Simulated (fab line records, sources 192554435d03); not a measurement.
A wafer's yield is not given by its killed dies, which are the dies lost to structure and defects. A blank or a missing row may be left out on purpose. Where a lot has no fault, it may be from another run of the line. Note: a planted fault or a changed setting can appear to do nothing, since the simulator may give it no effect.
The tool behind it: which one? / flow n5Finfet / 10 lots with 30 wafers sampled at 2 steps, on a route of 1938 steps

## WHAT THE GAUGES READ, wafer by wafer
N5_BEOL_M5_OVL_MEAS_12. Usual: M5_OVL typically reads 0.0 nm, with standard deviation 0.67.
lot=L196; measured=day 9 14:31; on=overlay-01; M5_OVL (nm)=0.0 -0.3 1.1; flag=
lot=L201; measured=day 10 10:57; on=overlay-02; M5_OVL (nm)=1.1 0.0 0.9; flag=
lot=L202; measured=day 10 13:05; on=overlay-02; M5_OVL (nm)=-1.4 -0.4 -0.9; flag=
lot=L206; measured=day 11 21:02; on=overlay-01; M5_OVL (nm)=0.1 -1.3 -0.3; flag=
lot=L209; measured=day 12 10:16; on=overlay-01; M5_OVL (nm)=-0.8 -0.5 0.1; flag=
lot=L210; measured=day 12 19:22; on=overlay-02; M5_OVL (nm)=0.9 0.7 0.4; flag=
lot=L211; measured=day 12 21:50; on=overlay-01; M5_OVL (nm)=-0.8 -0.9 -0.1; flag=
lot=L212; measured=day 13 05:33; on=overlay-01; M5_OVL (nm)=-0.5 -0.1 0.1; flag=
lot=L213; measured=day 13 08:26; on=overlay-02; M5_OVL (nm)=0.7 0.3 -0.1; flag=
lot=L215; measured=day 13 12:19; on=overlay-01; M5_OVL (nm)=-0.2 -0.7 -0.5; flag=

## WHAT TOOL EACH LOT RAN ON (gives the tool, then ch and the chambers of the sampled wafers, and finally the start)
lot=L196; N5_BEOL_M4_SPUTTER_94=pvdSputter-02, day 9 09:34
lot=L201; N5_BEOL_M4_SPUTTER_94=pvdSputter-01, day 10 05:34
lot=L202; N5_BEOL_M4_SPUTTER_94=pvdSputter-03, day 10 09:08
lot=L206; N5_BEOL_M4_SPUTTER_94=pvdSputter-03, day 11 15:54
lot=L209; N5_BEOL_M4_SPUTTER_94=pvdSputter-02, day 12 06:28
lot=L210; N5_BEOL_M4_SPUTTER_94=pvdSputter-02, day 12 14:14
lot=L211; N5_BEOL_M4_SPUTTER_94=pvdSputter-02, day 12 18:10
lot=L212; N5_BEOL_M4_SPUTTER_94=pvdSputter-02, day 13 01:41
lot=L213; N5_BEOL_M4_SPUTTER_94=pvdSputter-02, day 13 03:49
lot=L215; N5_BEOL_M4_SPUTTER_94=pvdSputter-01, day 13 07:20
- N5_BEOL_M4_SPUTTER_94: material Cu, target thk 4.5 nm, time 8.29 s.

## AS READ BY THE TOOLS THEMSELVES (means over the sampled wafers that have a number; for cases with no such wafer, the mark the record gives instead)
N5_BEOL_M4_SPUTTER_94. Usual: susceptorTempC -20.00 C, standard deviation 0.093; throttleValvePct 30.2 %, standard deviation 1.
lot=L196; tool=pvdSputter-02; susceptorTempC (C)=-19.92; throttleValvePct (%)=30.0; flag=
lot=L201; tool=pvdSputter-01; susceptorTempC (C)=-19.96; throttleValvePct (%)=29.3; flag=
lot=L202; tool=pvdSputter-03; susceptorTempC (C)=-20.07; throttleValvePct (%)=31.0; flag=
lot=L206; tool=pvdSputter-03; susceptorTempC (C)=-20.08; throttleValvePct (%)=31.0; flag=
lot=L209; tool=pvdSputter-02; susceptorTempC (C)=-19.99; throttleValvePct (%)=30.2; flag=
lot=L210; tool=pvdSputter-02; susceptorTempC (C)=-20.11; throttleValvePct (%)=29.8; flag=
lot=L211; tool=pvdSputter-02; susceptorTempC (C)=-19.97; throttleValvePct (%)=30.7; flag=
lot=L212; tool=pvdSputter-02; susceptorTempC (C)=-19.95; throttleValvePct (%)=31.3; flag=
lot=L213; tool=pvdSputter-02; susceptorTempC (C)=-20.05; throttleValvePct (%)=30.8; flag=
lot=L215; tool=pvdSputter-01; susceptorTempC (C)=-20.02; throttleValvePct (%)=29.6; flag=

## THE ANSWER, worked out from the rows above alone
Rule: a lot counts as off when the mean over its wafers that have a number is more than 3 standard deviations away from the usual mean. A lot without any number at a reading at which 4 lots or more have one is off too. All remaining lots with rows at the step are treated as sound. First the gauges in route order, then the tools' own readings, where a lot's mean is used as printed above. The first step at which some lot is off is used, and at that step the reading that is off furthest; a lot without a number counts as furthest.
Across all readings shown, no lot is off: no conclusion can be drawn from this.

## WHAT HAD BEEN PUT IN BY THE SIMULATOR
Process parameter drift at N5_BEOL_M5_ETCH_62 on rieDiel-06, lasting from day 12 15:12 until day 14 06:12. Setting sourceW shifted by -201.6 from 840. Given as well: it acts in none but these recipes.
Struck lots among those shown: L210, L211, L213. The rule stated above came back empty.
